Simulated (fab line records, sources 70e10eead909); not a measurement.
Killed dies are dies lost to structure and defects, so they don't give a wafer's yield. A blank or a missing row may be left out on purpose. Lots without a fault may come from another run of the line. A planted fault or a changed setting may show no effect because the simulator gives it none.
fab line records | flow nand_harc
record lots=7 wafers=21 last_day=24
route steps=1159 shown A_CONTACT@862
lots that met no fault: from a run of the same line without faults
start_h: hours from the record's first day to the start of the lot's first wafer shown | wait_h: hours since the lot's step before | " the same as in the row above | L1.1+2: a row that stands for several wafers | - no value, or no start given | * or withheld: withheld | < > ~ a bound
route shown NAME@n: a module of which the file shows steps, and the number in the route of the first | usual: mean/standard deviation of fault-free wafers | same: alike in all rows | chamber/n: place in a boat | sites: the reading at each site | _std_site: their standard deviation | _edge_site: outer sites' mean less inner sites' | radius_mm: how far each site lies from the wafer's centre | mask NAME#n: copy n | behind: the tool/chamber that last shaped the wafer | hold: why the lot was held/for how many hours/how that ended | device: the transistor (n, p or np) that didn't switch | end of line: the same wafers' tests at the end of the route | a step without rows: its recipe alone | killed: dies lost to structure and defects at the first sort, not the wafer's yield | map: a wafer's dies, x killed, . not, _ none there
set.NAME: the setting as run; set.NAME@STEP: as run at that earlier step | model.NAME: the simulator's own value behind a step, which no gauge read
lots at some steps of the route; a table a step, a row a wafer
## steps
# step NHARC_A_CONTACT_ETCH_111
# recipe source_w=withheld pressure_mtorr=20 bias_v=withheld time_s=140 target_depth_a=7000 ar_flow_sccm=withheld c4f8_flow_sccm=withheld o2_flow_sccm=withheld chemistry=C4F8/O2/Ar
# step NHARC_A_CONTACT_ETCH_112
# recipe source_w=withheld pressure_mtorr=20 bias_v=3000 time_s=94 target_depth_a=9220 ar_flow_sccm=withheld c4f8_flow_sccm=withheld o2_flow_sccm=withheld chemistry=C4F8/O2/Ar
# usual chamber_pressure_mTorr=19.998/0.017 oes_air_line_au=0.999/0.019
# columns lot.wafer tool chamber start_h wait_h chamber_pressure_mTorr oes_air_line_au rf_hours_counter_h
L312.2 har_cap_etch-01 0 376.97 0.1 19.983 0.987 54
L312.6 " 1 " " 19.979 0.998 -
L312.5 " 0 " " 20.006 0.979 -
L316.3 har_cap_etch-01 1 420.33 0.1 20.012 0.982 -
L316.4 " 0 " " 19.980 0.993 -
L316.6 " 0 " " 20.030 0.987 -
L324.1 har_cap_etch-02 1 463.63 0.2 20.001 1.013 25
L324.2 " 0 " " 19.955 0.990 25
L324.4 " 1 " " 19.994 0.999 -
L325.2 har_cap_etch-01 0 469.44 0.2 20.019 0.985 73
L325.5 " 0 " " 19.988 1.000 -
L325.6 " 1 " " 19.998 0.979 -
L326.1 har_cap_etch-02 0 470.29 0.2 19.997 0.965 26
L326.2 " 1 " " 19.974 0.979 26
L326.3 " 1 " " 19.989 0.977 -
L331.1 har_cap_etch-01 1 498.81 0.2 20.006 1.029 79
L331.3 " 1 " " 19.998 1.000 -
L331.5 " 1 " " 19.965 1.007 -
L329.2 har_cap_etch-03 1 499.78 0.2 19.994 1.038 105
L329.3 " 0 " " 20.014 1.019 -
L329.5 " 1 " " 19.972 1.009 -
# step NHARC_A_CONTACT_ETCH_113
# recipe source_w=withheld pressure_mtorr=20 bias_v=3000 time_s=94 target_depth_a=9220 ar_flow_sccm=withheld c4f8_flow_sccm=withheld o2_flow_sccm=withheld chemistry=C4F8/O2/Ar
# step NHARC_A_CONTACT_ETCH_114
# recipe source_w=withheld pressure_mtorr=20 bias_v=3000 time_s=94 target_depth_a=9220 ar_flow_sccm=withheld c4f8_flow_sccm=withheld o2_flow_sccm=withheld chemistry=C4F8/O2/Ar
# step NHARC_A_CONTACT_ETCH_115
# recipe source_w=withheld pressure_mtorr=20 bias_v=3000 time_s=94 target_depth_a=9220 ar_flow_sccm=withheld c4f8_flow_sccm=withheld o2_flow_sccm=withheld chemistry=C4F8/O2/Ar
# usual chamber_pressure_mTorr=20.002/0.017 oes_air_line_au=1.001/0.021
# columns lot.wafer tool chamber start_h wait_h chamber_pressure_mTorr oes_air_line_au rf_hours_counter_h
L312.2 har_cap_etch-01 0 377.24 0.1 20.000 0.993 54
L312.6 " 1 " " 19.990 1.038 -
L312.5 " 0 " " 20.020 1.007 -
L316.3 har_cap_etch-01 1 420.60 0.1 20.000 0.984 -
L316.4 " 0 " " 19.986 0.999 -
L316.6 " 0 " " 19.998 1.036 -
L324.1 har_cap_etch-02 1 463.99 0.1 20.021 1.002 25
L324.2 " 0 " " 19.997 1.031 25
L324.4 " 1 " " 20.001 1.003 -
L325.2 har_cap_etch-01 0 469.72 0.1 20.026 0.998 74
L325.5 " 0 " " 19.978 0.978 -
L325.6 " 1 " " 20.009 1.006 -
L326.1 har_cap_etch-02 0 470.56 0.1 20.006 1.011 26
L326.2 " 1 " " 19.989 0.972 26
L326.3 " 1 " " 20.007 1.006 -
L331.1 har_cap_etch-01 1 499.09 0.1 19.977 0.973 79
L331.3 " 1 " " 20.007 0.987 -
L331.5 " 1 " " 19.998 0.960 -
L329.2 har_cap_etch-03 1 500.06 0.1 19.997 0.946 105
L329.3 " 0 " " 19.994 1.020 -
L329.5 " 1 " " 20.019 1.011 -
# step NHARC_A_CONTACT_ETCH_116
# recipe source_w=withheld pressure_mtorr=20 bias_v=3000 time_s=94 target_depth_a=9220 ar_flow_sccm=withheld c4f8_flow_sccm=withheld o2_flow_sccm=withheld chemistry=C4F8/O2/Ar
# step NHARC_A_CONTACT_ETCH_117
# recipe source_w=withheld pressure_mtorr=20 bias_v=3000 time_s=94 target_depth_a=9220 ar_flow_sccm=withheld c4f8_flow_sccm=withheld o2_flow_sccm=withheld chemistry=C4F8/O2/Ar
# usual chamber_pressure_mTorr=20.000/0.019 oes_air_line_au=0.996/0.019
# columns lot.wafer tool chamber start_h wait_h chamber_pressure_mTorr oes_air_line_au rf_hours_counter_h
L312.2 har_cap_etch-01 0 377.42 0.1 19.989 1.010 54
L312.6 " 1 " " 20.027 1.000 -
L312.5 " 0 " " 20.009 0.979 -
L316.3 har_cap_etch-01 1 420.78 0.1 19.993 1.010 -
L316.4 " 0 " " 19.974 0.995 -
L316.6 " 0 " " 20.009 1.008 -
L324.1 har_cap_etch-02 1 464.17 0.1 20.018 0.982 25
L324.2 " 0 " " 19.992 0.973 25
L324.4 " 1 " " 19.979 1.008 -
L325.2 har_cap_etch-01 0 469.90 0.1 19.989 0.992 74
L325.5 " 0 " " 19.983 0.978 -
L325.6 " 1 " " 20.048 1.002 -
L326.1 har_cap_etch-02 0 470.75 0.1 19.996 0.999 27
L326.2 " 1 " " 20.001 0.975 27
L326.3 " 1 " " 20.036 1.012 -
L331.1 har_cap_etch-01 1 499.27 0.1 19.973 1.001 79
L331.3 " 1 " " 20.003 0.989 -
L331.5 " 1 " " 19.969 0.998 -
L329.2 har_cap_etch-03 1 500.24 0.1 19.981 1.011 106
L329.3 " 0 " " 20.005 0.999 -
L329.5 " 1 " " 19.971 0.959 -
# step NHARC_A_CONTACT_ETCH_118
# recipe source_w=withheld pressure_mtorr=20 bias_v=3000 time_s=94 target_depth_a=9220 ar_flow_sccm=withheld c4f8_flow_sccm=withheld o2_flow_sccm=withheld chemistry=C4F8/O2/Ar
# usual chamber_pressure_mTorr=20.001/0.018 oes_air_line_au=1.000/0.019
# columns lot.wafer tool chamber start_h wait_h chamber_pressure_mTorr oes_air_line_au rf_hours_counter_h
L312.2 har_cap_etch-01 0 377.51 0.1 19.972 1.017 54
L312.6 " 1 " " 20.024 1.016 -
L312.5 " 0 " " 20.027 1.002 -
L316.3 har_cap_etch-01 1 420.87 0.1 20.017 1.035 -
L316.4 " 0 " " 19.987 1.009 -
L316.6 " 0 " " 19.992 1.037 -
L324.1 har_cap_etch-02 1 464.26 0.1 19.973 1.037 25
L324.2 " 0 " " 19.989 1.031 25
L324.4 " 1 " " 20.009 0.993 -
L325.2 har_cap_etch-01 0 469.99 0.1 20.009 0.963 74
L325.5 " 0 " " 19.990 0.998 -
L325.6 " 1 " " 19.994 1.034 -
L326.1 har_cap_etch-02 0 470.84 0.1 19.987 1.009 27
L326.2 " 1 " " 20.016 0.984 27
L326.3 " 1 " " 20.010 1.004 -
L331.1 har_cap_etch-01 1 499.36 0.1 19.996 1.003 79
L331.3 " 1 " " 20.002 1.015 -
L331.5 " 1 " " 19.968 1.017 -
L329.2 har_cap_etch-03 1 500.33 0.1 19.988 0.986 106
L329.3 " 0 " " 19.990 1.024 -
L329.5 " 1 " " 20.006 0.996 -
# step NHARC_A_CONTACT_ETCH_119
# recipe source_w=withheld pressure_mtorr=20 bias_v=3000 time_s=94 target_depth_a=9220 ar_flow_sccm=withheld c4f8_flow_sccm=withheld o2_flow_sccm=withheld chemistry=C4F8/O2/Ar
# step NHARC_A_CONTACT_ETCH_120
# recipe source_w=withheld pressure_mtorr=20 bias_v=3000 time_s=94 target_depth_a=9220 ar_flow_sccm=withheld c4f8_flow_sccm=withheld o2_flow_sccm=withheld chemistry=C4F8/O2/Ar
# usual chamber_pressure_mTorr=20.001/0.019 oes_air_line_au=1.002/0.018
# columns lot.wafer tool chamber start_h wait_h chamber_pressure_mTorr oes_air_line_au rf_hours_counter_h
L312.2 har_cap_etch-01 0 377.69 0.1 19.988 0.968 54
L312.6 " 1 " " 19.988 0.985 -
L312.5 " 0 " " 19.990 0.958 -
L316.3 har_cap_etch-01 1 421.05 0.1 20.018 0.994 -
L316.4 " 0 " " 20.021 0.984 -
L316.6 " 0 " " 20.005 1.016 -
L324.1 har_cap_etch-02 1 464.45 0.1 20.011 1.036 26
L324.2 " 0 " " 19.995 1.002 26
L324.4 " 1 " " 19.999 1.020 -
L325.2 har_cap_etch-01 0 470.17 0.1 20.006 1.025 74
L325.5 " 0 " " 20.009 1.009 -
L325.6 " 1 " " 20.022 1.035 -
L326.1 har_cap_etch-02 0 471.02 0.1 20.000 0.986 27
L326.2 " 1 " " 20.000 1.022 27
L326.3 " 1 " " 19.991 1.006 -
L331.1 har_cap_etch-01 1 499.54 0.1 20.030 1.030 79
L331.3 " 1 " " 20.015 1.006 -
L331.5 " 1 " " 20.019 0.987 -
L329.2 har_cap_etch-03 1 500.51 0.1 19.992 0.976 106
L329.3 " 0 " " 20.021 0.998 -
L329.5 " 1 " " 19.994 1.006 -
# step NHARC_A_CONTACT_ETCH_121
# recipe source_w=withheld pressure_mtorr=20 bias_v=3000 time_s=94 target_depth_a=9220 ar_flow_sccm=withheld c4f8_flow_sccm=withheld o2_flow_sccm=withheld chemistry=C4F8/O2/Ar
# step NHARC_A_CONTACT_ETCH_122
# recipe source_w=withheld pressure_mtorr=20 bias_v=3000 time_s=95 target_depth_a=9300 ar_flow_sccm=withheld c4f8_flow_sccm=withheld o2_flow_sccm=withheld chemistry=C4F8/O2/Ar
# step NHARC_A_CONTACT_ETCH_123
# recipe source_w=withheld pressure_mtorr=20 bias_v=400 time_s=253 target_depth_a=10900 ar_flow_sccm=withheld c4f8_flow_sccm=11.5 o2_flow_sccm=7.2 chemistry=C4F8/O2/Ar
# usual chamber_pressure_mTorr=20.002/0.021 oes_air_line_au=0.996/0.021
# columns lot.wafer tool chamber start_h wait_h chamber_pressure_mTorr oes_air_line_au rf_hours_counter_h
L312.2 har_cap_etch-01 0 378.01 0.1 20.001 0.992 55
L312.6 " 1 " " 19.977 1.020 -
L312.5 " 0 " " 20.003 1.005 -
L316.3 har_cap_etch-01 1 421.41 0.2 20.013 1.042 -
L316.4 " 0 " " 20.013 0.985 -
L316.6 " 0 " " 19.945 1.022 -
L324.1 har_cap_etch-02 1 464.72 0.1 - - -
L324.2 " 0 " " - - -
L324.4 " 1 " " - - -
L325.2 har_cap_etch-01 0 470.44 0.1 - - -
L325.5 " 0 " " - - -
L325.6 " 1 " " - - -
L326.1 har_cap_etch-02 0 471.29 0.1 - - -
L326.2 " 1 " " - - -
L326.3 " 1 " " - - -
L331.1 har_cap_etch-01 1 499.81 0.1 20.017 0.993 80
L331.3 " 1 " " 20.005 1.001 -
L331.5 " 1 " " 20.002 0.982 -
L329.2 har_cap_etch-03 1 500.79 0.1 20.020 0.945 106
L329.3 " 0 " " 19.980 0.985 -
L329.5 " 1 " " 19.978 0.927 -
# step NHARC_A_CONTACT_ETCH_90
# recipe target_depth_a=400 over_etch_frac=0.5 time_s=85.7 ion_energy_ev=120 ch3f_flow_sccm=50 o2_flow_sccm=30 ar_flow_sccm=200 rf_w=500 bias_w=100 chemistry=CH3F/O2
## key
first_sign step=NHARC_A_CONTACT_ETCH_123 reading=tool_record direction=missing
effect none on later readings
met_at NHARC_A_CONTACT_ETCH_123
struck_wafers L324.1,L324.2,L324.4,L325.2,L325.5,L325.6,L326.1,L326.2,L326.3
later_rows_left_out L324.1,L324.2,L324.4,L325.2,L325.5,L325.6,L326.1,L326.2,L326.3
sort_left_out L324.1,L324.2,L324.4,L325.2,L325.5,L325.6,L326.1,L326.2,L326.3
tester_left_out L324,L325,L326
onset_between 421.41 464.72
fault kind=skipped_step_whole tool=har_cap_etch-01,har_cap_etch-02 chamber=- onset_h=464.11 steps=NHARC_A_CONTACT_ETCH_123 scope=struck_lots_only
# tester_left_out: of these lots the tester's yield and bins aren't shown, on N5 and GAA mostly nor the transistor test; their killed dies are dies lost to structure and defects alone, not to doping, threshold or leakage, so they don't give the yield
# sort_left_out: the simulated sort isn't trusted on such a fault, so these wafers' sort isn't shown, and their yield isn't known
# later_rows_left_out: the simulator's readings of these wafers behind a module that went badly wrong aren't trusted and aren't shown, but for the sort
